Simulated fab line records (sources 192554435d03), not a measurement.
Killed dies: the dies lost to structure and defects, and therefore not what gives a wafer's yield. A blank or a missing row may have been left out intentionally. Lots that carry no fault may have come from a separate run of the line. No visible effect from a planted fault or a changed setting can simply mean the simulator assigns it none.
Matching of chambers ; flow n5Finfet ; N5_BEOL_M10_DESCUM_33 on rieDiel-06 has 4 sister chambers
The step chemistry O2, time 7.9 s. 20 wafers are shown with their chamber, then 10 later ones without.

WAFERS, EACH WITH ITS CHAMBER
wafer;chamber;drypumpMotorCurrentA (A);showerheadPlenumPTorr (Torr);oesProductAu (a.u.)
L074.2;2;5.1;2.22;0.78
L074.3;1;4.8;2.04;0.69
L074.5;2;5.1;2.22;0.78
L077.1;0;6.2;2.04;0.96
L077.3;3;5.8;2.10;0.79
L077.6;0;6.2;2.04;0.96
L081.2;3;5.9;2.10;0.79
L081.3;1;4.8;2.03;0.69
L081.5;3;5.9;2.10;0.78
L079.1;1;4.8;2.03;0.68
L079.3;3;5.9;2.10;0.79
L079.6;2;5.1;2.22;0.76
L084.2;1;4.8;2.03;0.68
L084.3;3;5.9;2.10;0.78
L084.5;2;5.1;2.21;0.76
L086.1;2;5.1;2.21;0.77
L086.3;1;4.8;2.03;0.68
L086.4;0;6.2;2.03;0.92
L089.4;1;4.8;2.03;0.67
L089.5;1;4.8;2.03;0.67

SIGNATURES, as means of the wafers listed above
reading;chamber 0;chamber 1;chamber 2;chamber 3;scatter within a chamber
drypumpMotorCurrentA;6.200;4.800;5.100;5.880;0.0224
showerheadPlenumPTorr;2.0367;2.0314;2.2160;2.1000;0.00413
oesProductAu;0.9467;0.6800;0.7700;0.7860;0.0111
Rule: distance of a wafer from a chamber = root of the sum over the readings of ((wafer's reading minus chamber's mean) / reading's scatter) squared. The wafer belongs to the nearest chamber; if the next one is less than 2 further off, it can't be placed. The scatter: take each reading less its chamber's mean, square it, sum over the shown wafers, divide by the number of wafers less the number of chambers, and take the root.

WAFERS WITHOUT THEIR CHAMBER
wafer;drypumpMotorCurrentA (A);showerheadPlenumPTorr (Torr);oesProductAu (a.u.)
L089.6;6.2;2.03;0.91
L090.1;6.2;2.03;0.91
L090.2;5.1;2.21;0.75
L090.5;6.2;2.03;0.91
L095.1;5.9;2.09;0.75
L095.3;5.1;2.20;0.75
L095.4;5.1;2.20;0.74
L096.1;4.8;2.02;0.93
L096.3;5.9;2.09;0.74
L096.4;4.8;2.02;0.92

EACH ONE'S CHAMBER
wafer;from the rows above;in truth
L089.6;0;0
L090.1;0;0
L090.2;2;2
L090.5;0;0
L095.1;3;3
L095.3;2;2
L095.4;2;2
L096.1;1;1
L096.3;3;3
L096.4;1;1
Placed correctly: 10 of 10. Can't be placed from these rows: 0. 0 placed wrongly.
